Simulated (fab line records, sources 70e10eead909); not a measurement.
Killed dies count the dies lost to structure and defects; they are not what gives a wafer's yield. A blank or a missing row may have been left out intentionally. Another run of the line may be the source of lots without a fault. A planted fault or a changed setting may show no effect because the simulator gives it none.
Struck lot and sound lot, side by side | flow nand-harc | 22 steps out of a route of 1302
Sound: the wafers L594.2, L594.4, L594.5. Struck: wafers L583.4, L583.5 (left out: L583.3, a lot-mate that was not struck); the cause follows at the end.
At each step with rows: each side's tool, then ch and its chambers, then its first start. Under that, the readings that differ: sound wafers | struck wafers | difference of the means | sigmas: that difference in standard deviations of wafers without a fault.
alike: readings with means less than 2 such deviations apart, plus words and numbers identical on both sides. not compared: withheld readings, readings lacking a value on some wafer, bounds such as >300 that could conceal the same value, and numbers that have no deviation in the record and whose values overlap.
Wherever a step has rows on one side only, a row that says differs or no value, or a row with sigmas, the two part there. Numbers that have no deviation but don't overlap get no sigmas and don't part them. A reading missing from all wafers of one side parts the sides only when that side holds two or more wafers.

NHARC_A_CONTACT_CMP_20: polishes, t overpolish 30 s, target thk 300 nm.
  sound on cmp-01 ch 1,2, day 31 01:59; struck on cmp-04 ch 0,2, day 26 03:34
  alike: motor-current-A, overpolish-run-s, time-to-endpoint-s
following that, these wafers have no rows for 1 step: NHARC_A_CONTACT_SRD_22.
NHARC_A_CONTACT_INSPECT_23:
  sound: defect-inspect-02 at day 31 02:22; struck: defect-inspect-01 at day 26 03:59
  alike: raw-defect-count
then, 8 steps without rows for these wafers: NHARC_A_BLC_DEHYDRATE_00 (time 120 s); NHARC_A_BLC_HMDS_01 (time 30 s); NHARC_A_BLC_COAT_02 (time 75 s); NHARC_A_BLC_COAT_03 (time 65 s); NHARC_A_BLC_COAT_04 (resist thk 90 nm); NHARC_A_BLC_SOFTBAKE_05 (time 55 s); NHARC_A_BLC_EBR_06; NHARC_A_BLC_EXPOSE_07 (exposes mask A BLC, target cd 100 nm).
NHARC_A_BLC_PEB_08: peb time 65 s.
  sound on litho-track-06 ch 0, day 31 02:40; struck on litho-track-04 ch 0, day 26 04:24
  alike: chill-plate-temp-C
then, 1 step without rows for these wafers: NHARC_A_BLC_DEVELOP_09 (develop time 35 s).
NHARC_A_BLC_CD_MEAS_10 targets a cd of 100 nm.
  sound on cd-sem-02 ch 0, day 31 02:44; struck on cd-sem-03 ch 0, day 26 04:29
  reading    | sound           | struck      | difference | sigmas
  cd-nm (nm) | 100.1 99.9 99.3 | 108.0 108.0 | +8.2       | +18
NHARC_A_BLC_OVL_MEAS_11:
  sound: overlay-01 at day 31 02:50; struck: overlay-02 at day 26 04:34
  reading           | sound       | struck    | difference | sigmas
  overlay-x-nm (nm) | 0.4 0.4 0.6 | -1.0 -0.7 | -1.3       | -2
  alike: overlay-y-nm
NHARC_A_BLC_INSPECT_12:
  sound: defect-inspect-02 at day 31 02:52; struck: defect-inspect-02 at day 26 04:37
  reading          | sound       | struck | difference | sigmas
  raw-defect-count | 124 118 133 | 62 61  | -64        | -2
NHARC_A_BLC_DESCUM_15: chemistry O2, time 3 s.
  sound on rie-diel-09 ch 0,1, day 31 02:55; struck on rie-diel-04 ch 0,2, day 26 04:41
  reading                | sound             | struck      | difference | sigmas
  model.A_BLC.cd-nm (nm) | 100.2 100.8 99.47 | 108.3 107.9 | +7.9       |
  alike: drypump-motor-current-A, oes-product-au, rf-vpp-V, showerhead-plenum-p-Torr, throttle-valve-pct
  not compared: rf-hours-counter-h
NHARC_A_BLC_ETCH_16: etches the open film in CF4, target depth 39 nm, time 65 s.
  sound on rie-diel-09 ch 0,2, day 31 03:01; struck on rie-diel-04 ch 0,3, day 26 04:46
  alike: drypump-motor-current-A, oes-product-au, rf-vpp-V, showerhead-plenum-p-Torr, throttle-valve-pct
  not compared: rf-hours-counter-h
NHARC_A_BLC_ETCH_17: etches the open film in N2/H2, target depth 390 nm, time 609.38 s.
  sound: rie-diel-09 ch 0,1,3; struck: rie-diel-04 ch 0,1
  alike: drypump-motor-current-A, oes-product-au, rf-vpp-V, showerhead-plenum-p-Torr, throttle-valve-pct
  not compared: rf-hours-counter-h
NHARC_A_BLC_ETCH_18: etches the open film in C4F8/O2/Ar, target depth 910 nm.
  sound: rie-diel-09 ch 0,2,3; struck: rie-diel-04 ch 0,1
  reading                | sound             | struck      | difference | sigmas
  model.A_BLC.cd-nm (nm) | 100.2 102.6 100.3 | 110.5 108.3 | +8.4       |
  alike: oes-product-au, rf-vpp-V
  not compared: rf-hours-counter-h
NHARC_A_BLC_CD_MEAS_19:
  sound: cd-sem-01 at day 31 03:54; struck: cd-sem-03 at day 26 05:38
  reading    | sound             | struck      | difference | sigmas
  cd-nm (nm) | 100.5 102.8 100.4 | 110.4 108.2 | +8.1       | +5
-- jump in the record: it breaks off in module A_BLC and resumes in module END (first step shown: number 1302 of the route), and 6 days separate the struck wafers' starts before and after --
NHARC_END_SORT_01:
  only the struck wafers appear in the record here, on prober-01 ch 0 at day 32 09:15; the sound ones have no rows

## WHERE THEY PART
Earliest at NHARC_A_BLC_CD_MEAS_10; latest, in this record, at NHARC_END_SORT_01.

WHY: the cause the simulator had injected
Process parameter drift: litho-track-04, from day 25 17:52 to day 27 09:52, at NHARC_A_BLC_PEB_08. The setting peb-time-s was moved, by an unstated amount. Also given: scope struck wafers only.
